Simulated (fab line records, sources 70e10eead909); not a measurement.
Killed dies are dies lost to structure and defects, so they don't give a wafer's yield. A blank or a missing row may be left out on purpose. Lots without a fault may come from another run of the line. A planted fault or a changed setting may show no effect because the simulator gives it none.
Chamber matching | flow nand_harc | NHARC_P_M0_DEP_32 on pecvd-04: 3 sister chambers
The step deposits SiCN, target thk 30 nm. 16 wafers are shown with their chamber, then 8 later ones without.

WAFERS WITH THEIR CHAMBER
wafer  | chamber | heater_power_w (W) | susceptor_temp_C (C)
L074.1 | 1       | 600                | 369.91
L074.2 | 2       | 495                | 370.03
L074.5 | 1       | 614                | 370.02
L075.1 | 1       | 526                | 369.78
L075.2 | 0       | 678                | 370.28
L075.4 | 0       | 702                | 370.45
L081.2 | 0       | 666                | 369.83
L081.3 | 2       | 515                | 370.26
L081.4 | 1       | 615                | 370.28
L080.1 | 2       | 567                | 369.82
L080.5 | 0       | 612                | 369.82
L080.6 | 1       | 565                | 369.99
L089.1 | 1       | 603                | 370.08
L089.3 | 0       | 709                | 369.96
L089.6 | 1       | 611                | 370.18
L093.4 | 1       | 672                | 370.13

SIGNATURES (means of the wafers above)
reading          | chamber 0 | chamber 1 | chamber 2 | scatter within a chamber
heater_power_w   | 673.40    | 600.75    | 525.67    | 40.3
susceptor_temp_C | 370.0680  | 370.0462  | 370.0367  | 0.213
Rule: a wafer's distance from a chamber is the root of the sum, over the readings, of the square of ((its reading less the chamber's mean) divided by the reading's scatter). The wafer belongs to the nearest chamber; if the next one is less than 2 further off, it can't be placed. The scatter: the root of (the sum of the squares of (reading less its chamber's mean) over the shown wafers, divided by (wafers less chambers)).

WAFERS WITHOUT THEIR CHAMBER
wafer  | heater_power_w (W) | susceptor_temp_C (C)
L093.5 | 661                | 369.93
L093.6 | 494                | 369.79
L092.2 | 577                | 369.59
L092.4 | 567                | 369.71
L092.5 | 694                | 369.86
L094.3 | 488                | 369.87
L094.4 | 625                | 369.71
L094.5 | 500                | 369.95

WHICH CHAMBER EACH WENT THROUGH
wafer  | from the rows above          | in truth
L093.5 | can't be placed: 0 or 1      | 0
L093.6 | can't be placed: 2 or 1      | 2
L092.2 | can't be placed: 1 or 2 or 0 | 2
L092.4 | can't be placed: 1 or 2 or 0 | 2
L092.5 | can't be placed: 0 or 1      | 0
L094.3 | can't be placed: 2 or 1      | 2
L094.4 | can't be placed: 1 or 0 or 2 | 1
L094.5 | can't be placed: 2 or 1      | 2
Placed correctly: 0 of 8. Can't be placed from these rows: 8 (the true chamber is among the candidates in 8). Placed wrongly: 0.
